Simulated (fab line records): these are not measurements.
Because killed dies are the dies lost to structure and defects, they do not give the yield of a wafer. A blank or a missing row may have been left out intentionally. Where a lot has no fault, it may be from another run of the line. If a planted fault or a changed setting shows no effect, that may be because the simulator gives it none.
A struck lot beside a sound one    flow nand_harc    14 out of 1302 route steps
Sound: the wafers L403.2, L403.4, L403.6. Struck: wafers L417.2, L417.3 (left out: L417.1, a lot-mate that was not struck); the cause follows at the end.
Order at every step that has rows: each side's tool, ch and its chambers, its first start. Under that, the readings that differ: sound wafers    struck wafers    difference of the means    sigmas: that difference in standard deviations of wafers without a fault.
alike: readings with means less than 2 such deviations apart, plus words and numbers identical on both sides. not compared: withheld readings, readings lacking a value on some wafer, bounds such as >300 that could conceal the same value, and numbers that have no deviation in the record and whose values overlap.
The two part at a step that has a row with sigmas, a row that says differs or no value, or rows on one side only. Numbers that have no deviation but don't overlap get no sigmas and don't part them. Lack of a reading on every wafer of one side parts them only where that side has two or more wafers.

first, 7 steps without rows for these wafers: NHARC_A_CONTACT_COAT_35 (time 65 s); NHARC_A_CONTACT_COAT_36 (resist thk 90 nm); NHARC_A_CONTACT_SOFTBAKE_37 (time 55 s); NHARC_A_CONTACT_EBR_38; NHARC_A_CONTACT_EXPOSE_39 (exposes mask A CC 3); NHARC_A_CONTACT_PEB_40 (peb time 65 s); NHARC_A_CONTACT_DEVELOP_41 (develop time 35 s).
NHARC_A_CONTACT_CD_MEAS_42 targets a cd of 300 nm.
  sound on cd_sem-01 ch 0, day 22 19:25; struck on cd_sem-01 ch 0, day 28 19:32
  alike: cd_nm
NHARC_A_CONTACT_OVL_MEAS_43:
  sound on overlay-01, day 22 19:29; struck on overlay-01, day 28 19:38
reading            sound           struck   difference  sigmas
overlay_y_nm (nm)  -0.7 -1.5 -0.6  1.4 0.5  +1.9        +2
  alike: overlay_x_nm
NHARC_A_CONTACT_INSPECT_44:
  sound on defect_inspect-02, day 22 19:32; struck on defect_inspect-01, day 28 19:40
  alike: raw_defect_count
NHARC_A_CONTACT_DESCUM_47: chemistry O2, time 3 s.
  sound on rie_diel-07 ch 2,3, day 22 19:35; struck on rie_diel-07 ch 2,3, day 28 19:44
  alike: drypump_motor_current_A, oes_product_au, rf_vpp_V, showerhead_plenum_p_Torr, throttle_valve_pct
  not compared: rf_hours_counter_h
NHARC_A_CONTACT_ETCH_48: etches the open film in CF4, target depth 39 nm, time 65 s.
  sound on rie_diel-07 ch 0,2,3, day 22 19:41; struck on rie_diel-07 ch 2,3, day 28 19:49
  alike: drypump_motor_current_A, oes_product_au, rf_fwd_power_W, rf_vpp_V, run_length_s, showerhead_plenum_p_Torr, throttle_valve_pct
  not compared: rf_hours_counter_h
NHARC_A_CONTACT_ETCH_49: etches the open film in N2/H2, target depth 260 nm, time 475.3 s.
  sound on rie_diel-07 ch 0,1,2, day 22 19:55; struck on rie_diel-07 ch 0,2, day 28 19:54
reading             sound              struck       difference                     sigmas
rf_fwd_power_W (W)  397.8 400.5 399.2  - -          no value on the struck wafers  
run_length_s (s)    496.5 497.2 497.2  378.1 379.2  -118.3                         -99 or more
  alike: drypump_motor_current_A, oes_product_au, rf_vpp_V, showerhead_plenum_p_Torr, throttle_valve_pct
  not compared: rf_hours_counter_h
NHARC_A_CONTACT_ETCH_50: etches the open film in CF4/CHF3, target depth 121 nm, time 60.5 s.
  sound: rie_diel-07 ch 1,3; struck: rie_diel-07 ch 0,3
  alike: drypump_motor_current_A, oes_product_au, rf_fwd_power_W, rf_vpp_V, run_length_s, showerhead_plenum_p_Torr, throttle_valve_pct
  not compared: rf_hours_counter_h

WHERE THEY PART
At NHARC_A_CONTACT_OVL_MEAS_43 first; at NHARC_A_CONTACT_ETCH_49 last (within this record only). Later steps at which nothing parts them and some readings are alike: NHARC_A_CONTACT_ETCH_50.

WHY: what the simulator had put in
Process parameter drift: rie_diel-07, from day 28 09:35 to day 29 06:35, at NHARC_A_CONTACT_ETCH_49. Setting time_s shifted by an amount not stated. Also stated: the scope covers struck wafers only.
